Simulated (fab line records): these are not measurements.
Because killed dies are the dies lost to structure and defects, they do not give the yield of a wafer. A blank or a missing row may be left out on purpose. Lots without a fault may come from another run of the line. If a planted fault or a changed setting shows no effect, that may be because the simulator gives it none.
2 desks, one fault	flow n5-finfet	what lay behind the numbers comes last; until then each desk has only its own

## THE METROLOGY DESK
What the gauges read for every lot (on any tool): the sampled wafers with a number, averaged. Marked OUT: a lot whose mean sits more than 4 standard deviations from the usual mean, which makes it out of limits; the brackets give that distance. 7 of its 11 readings are shown: the first one out of limits and those lying furthest out on some lot.
Columns: A = M4_ILD_THK at N5_BEOL_M4_THK_MEAS_01, usual 79.0 nm; B = DIBL_N at N5_BEOL_M4_RC_MEAS_101, usual 35.6 mV/V; C = DIBL_P at N5_BEOL_M4_RC_MEAS_101, usual 35.0 mV/V; D = IOFF_P at N5_BEOL_M4_RC_MEAS_101, usual 0.19 nA/um; E = ION_N at N5_BEOL_M4_RC_MEAS_101, usual 671 uA/um; F = SS_N at N5_BEOL_M4_RC_MEAS_101, usual 71.3 mV/dec; G = VT_P at N5_BEOL_M4_RC_MEAS_101, usual -251.5 mV
lot	first seen here	A	B	C	D	E	F	G
L692	day 8 16:05	79.6	35.6	36.7	0.19	684	71.1	-251.2
L693	day 8 21:55	79.7	34.6	32.6	0.18	677	71.2	-251.2
L694	day 9 01:07	79.0	34.5	33.3	0.17	649	70.6	-254.2
L695	day 9 01:34	78.9	38.0	38.8	0.21	688	72.0	-253.0
L697	day 9 02:58	77.4	36.2	36.0	0.19	668	72.2	-254.2
L698	day 9 03:14	79.1	35.0	34.0	0.17	650	71.5	-255.1
L699	day 9 09:01	78.7	35.3	34.0	0.19	687	71.3	-250.5
L701	day 10 20:20	65.2 (-15) OUT	35.5	36.5	0.27	677	71.6	-245.6
L702	day 10 20:41	65.6 (-14) OUT	34.7	36.5	0.24	683	71.2	-246.9
L708	day 12 06:43	77.4	36.6	36.6	0.21	676	71.1	-250.5
L710	day 12 18:49	79.8	35.7	34.7	0.17	672	70.9	-253.6
L712	day 13 05:23	79.2	37.9	37.4	0.24	677	71.4	-247.9
L715	day 13 12:40	79.4	36.6	36.4	0.20	687	71.4	-251.6
L714	day 13 13:40	78.6	35.9	35.6	0.19	675	70.8	-252.6
This desk finds L701, L702 out of limits, with the earliest case on L701 at day 10 20:20 (M4_ILD_THK at N5_BEOL_M4_THK_MEAS_01). L692, L693, L694, L695, L697, L698, L699, L708, L710, L712, L715, L714 stayed within limits.

## TOOL OWNER'S DESK, pecvd-03
The tool's own readings at N5_BEOL_M4_ILD_DEP_00 (deposits SiOC from DEMS/O2, target thk 79 nm, time 15.3 s): means of the sampled wafers that have a number, for each lot that ran on this tool. Marked OUT: a lot whose mean sits more than 4 standard deviations from the usual mean, which makes it out of limits; the brackets give that distance.
Columns: A = heater-power-w at N5_BEOL_M4_ILD_DEP_00, usual 469 W; B = showerhead-plenum-p-Torr at N5_BEOL_M4_ILD_DEP_00, usual 5.690 Torr; C = throttle-valve-pct at N5_BEOL_M4_ILD_DEP_00, usual 11.9 %
lot	first seen here	A	B	C
L693	day 8 21:52	415	5.679	11.9
L694	day 9 01:03	426	5.700	11.7
L695	day 9 01:30	434	5.687	11.8
L698	day 9 03:11	414	5.710	11.8
L701	day 10 20:16	476	5.684	11.9
L702	day 10 20:37	453	5.696	11.6
L715	day 13 12:35	424	5.702	11.4
Finding of this desk: none of the 7 lots has anything out of limits.

## BROUGHT TOGETHER
At day 10 20:20 the metrology desk could have sounded an alarm, on L701, L702.
Nothing out of limits was seen by the tool owner's desk.
Tool owner's desk: L701, L702 on record, inside its limits.
Of the lots named, all ran N5_BEOL_M4_ILD_DEP_00 on pecvd-03.

## WHAT THE SIMULATOR HAD PUT IN
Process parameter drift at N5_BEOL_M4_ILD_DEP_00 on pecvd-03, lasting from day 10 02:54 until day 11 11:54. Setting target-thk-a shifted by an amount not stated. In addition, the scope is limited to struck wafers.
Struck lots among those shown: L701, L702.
Time in hours between the start of the fault and the first out-of-limits reading at each desk: metrology desk, 17.
